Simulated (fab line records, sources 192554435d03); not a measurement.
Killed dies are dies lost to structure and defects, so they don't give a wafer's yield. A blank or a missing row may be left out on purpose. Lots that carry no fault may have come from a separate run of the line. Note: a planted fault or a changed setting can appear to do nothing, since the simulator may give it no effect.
Chamber matching | flow n5_finfet | ald_sin-01 running N5_BEOL_M0_SAQP_SPACER2_ALD_26: 4 sister chambers
The step deposits SiO2, target thk 15 nm, pulse time 1 s, purge time 2 s. 8 wafers are shown with their chamber, then 8 later ones without.

== WAFERS WITH THEIR CHAMBER ==
wafer  | chamber | heater_power_w (W) | precursor_pulse_height_rel
L085.1 | 3       | 432                | 0.994
L085.3 | 2       | 458                | 1.007
L089.4 | 1       | 524                | 0.989
L089.5 | 3       | 441                | 1.006
L090.1 | 2       | 470                | 0.978
L090.2 | 1       | 529                | 1.019
L090.3 | 0       | 425                | 0.970
L093.2 | 0       | 430                | 0.988

== WAFERS WHOSE CHAMBER IS MISSING ==
wafer  | heater_power_w (W) | precursor_pulse_height_rel
L093.4 | 440                | 0.984
L093.6 | 438                | 0.984
L095.1 | 475                | 0.997
L095.4 | 449                | 1.032
L095.6 | 462                | 0.985
L097.2 | 508                | 1.012
L097.5 | 473                | 0.982
L097.6 | 449                | 1.010

== WHICH CHAMBER EACH ONE RAN IN ==
wafer  | from the rows above          | in truth
L093.4 | can't be placed: 3 or 0      | 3
L093.6 | can't be placed: 3 or 0      | 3
L095.1 | 2                            | 2
L095.4 | can't be placed: 3 or 2 or 0 | 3
L095.6 | 2                            | 2
L097.2 | 1                            | 1
L097.5 | 2                            | 2
L097.6 | can't be placed: 3 or 2 or 0 | 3
Correct placement for 4 of the 8. Cannot be placed on the basis of these rows: 4; the candidates contain the true chamber in 4. Wrongly placed: 0.
How it was worked out, from the rows above alone: a wafer's distance from a chamber is the root of the sum, over the readings, of the square of ((its reading less the chamber's mean) divided by the reading's scatter). If the next closest chamber is less than 2 further off than the closest, the wafer can't be placed; otherwise it belongs to the closest. For every chamber, the mean is computed from those of its wafers that are shown. How the scatter is found: for the shown wafers, subtract from each reading the mean of its chamber, square and add these, divide the total by (wafers less chambers), then take the root.
